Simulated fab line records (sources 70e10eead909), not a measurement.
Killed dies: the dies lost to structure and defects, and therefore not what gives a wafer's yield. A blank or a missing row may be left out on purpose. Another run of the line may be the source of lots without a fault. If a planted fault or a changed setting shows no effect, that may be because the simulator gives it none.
Code-filled problem report in 8D (eight disciplines) form | flow nand harc | the parts of the form that need people (team, actions taken, sign-off) are left out

## 1. THE PROBLEM
Mean of time to endpoint s at NHARC_P_M0_CMP_23: 12.6 s across 3 wafers in 2 lots; on wafers with no fault it is 29.4 s (standard deviation 2). That puts it -8.4 standard deviations away from the usual mean.
The step: polishes, t overpolish 20 s, target thk 117.54 nm.
First seen on wafer L328.5, day 11 14:23, on cmp-02. The record holds 42 wafers of 14 lots with a number at this step. By rule, "out" or "out of limits" means more than 4 standard deviations away from the usual mean. All remaining wafers that have a number are taken as sound.

## 2. WHAT IT IS, AND WHAT IT ISN'T
question                    | is                     | is not
which readings at this step | time to endpoint s     | motor current A, slurry flow ml min
which lots                  | L328, L329             | L315, L316, L318, L320, L330, L331, L333, L334, L335, L336, L337, L338
which wafers of those lots  | L328.5, L329.2, L329.4 | L328.2, L328.6, L329.5
read on which tools         | cmp-02                 | cmp-01, cmp-04
when                        | from day 11 14:23      | up to then (14 sound wafers); but 25 sound wafers of L329, L330, L331, L333, L334, L335, L336, L337, L338 came after

## 3. THE SUSPECTS, EACH WITH WHAT RULES IT OUT
Counting: a tool at a process step up to the reading stays a suspect if it ran every lot that is out. Sound lots after the first of them don't rule it out here, since some wafers of a struck lot are sound.
- pvd sputter-01 at NHARC_P_M0_PVD_21 (deposits Cu, target thk 30 nm, time 20.49 s): kept. Every lot that is out went through it, the first being L328 (day 11 13:38); the last sound lot it ran before that was L316 (day 6 19:33). NHARC_P_M0_PVD_21 gives no start for some lots, so the hours and the order of its lots are those of NHARC_P_M0_ECD_22.
- ecd cu-02 at NHARC_P_M0_ECD_22 (material Cu, target thk 400 nm): kept. Every lot that is out went through it, the first being L328 (day 11 13:38); the last sound lot it ran before that was L320 (day 8 03:28).
- cmp-02 at NHARC_P_M0_CMP_23 (polishes, t overpolish 20 s, target thk 117.54 nm): kept. Every lot that is out went through it, the first being L328 (day 11 14:23); the last sound lot it ran before that was L320 (day 8 04:11). Out on those wafers are its own readings of time to endpoint s.
- Within cmp-02 at NHARC_P_M0_CMP_23: the wafers that are out ran in chambers 0, 2; their sound lot-mates ran in chambers 1, 3.
Still standing after the count: pvd sputter-01 at NHARC_P_M0_PVD_21, ecd cu-02 at NHARC_P_M0_ECD_22, cmp-02 at NHARC_P_M0_CMP_23.

## 4. THE CAUSE (what the simulator had put in)
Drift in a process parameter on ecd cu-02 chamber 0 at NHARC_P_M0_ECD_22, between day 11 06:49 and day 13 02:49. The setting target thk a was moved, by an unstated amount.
This tool is one of the 3 suspects left after counting.

## 5. THE CHAIN OF EFFECTS, in route order
Rows list readings where the struck wafers' mean (over those with a number) sits beyond 3 standard deviations from the usual. Only readings whose record carries a usual standard deviation are examined. hours: median over the lots of the time between each lot's start at the first step of this table that gives one and its start at this step. sigmas: the change, counted in usual standard deviations.
hours | step              | reading            | usual  | on struck wafers | change | sigmas
0     | NHARC_P_M0_CMP_23 | time to endpoint s | 29.4 s | 12.6             | -16.8  | -8.4
The process steps in it:
- NHARC_P_M0_CMP_23: polishes, t overpolish 20 s, target thk 117.54 nm.

## 6. WHAT WOULD HAVE CAUGHT IT SOONER
In this record no reading fell out of limits until day 11 14:23, 8 hours after the fault had begun at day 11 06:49.
L329, from the lots that are out (2), started NHARC_P_M0_ECD_22 on ecd cu-02 later than day 11 14:23. Putting the tool on hold at that point would have spared it.
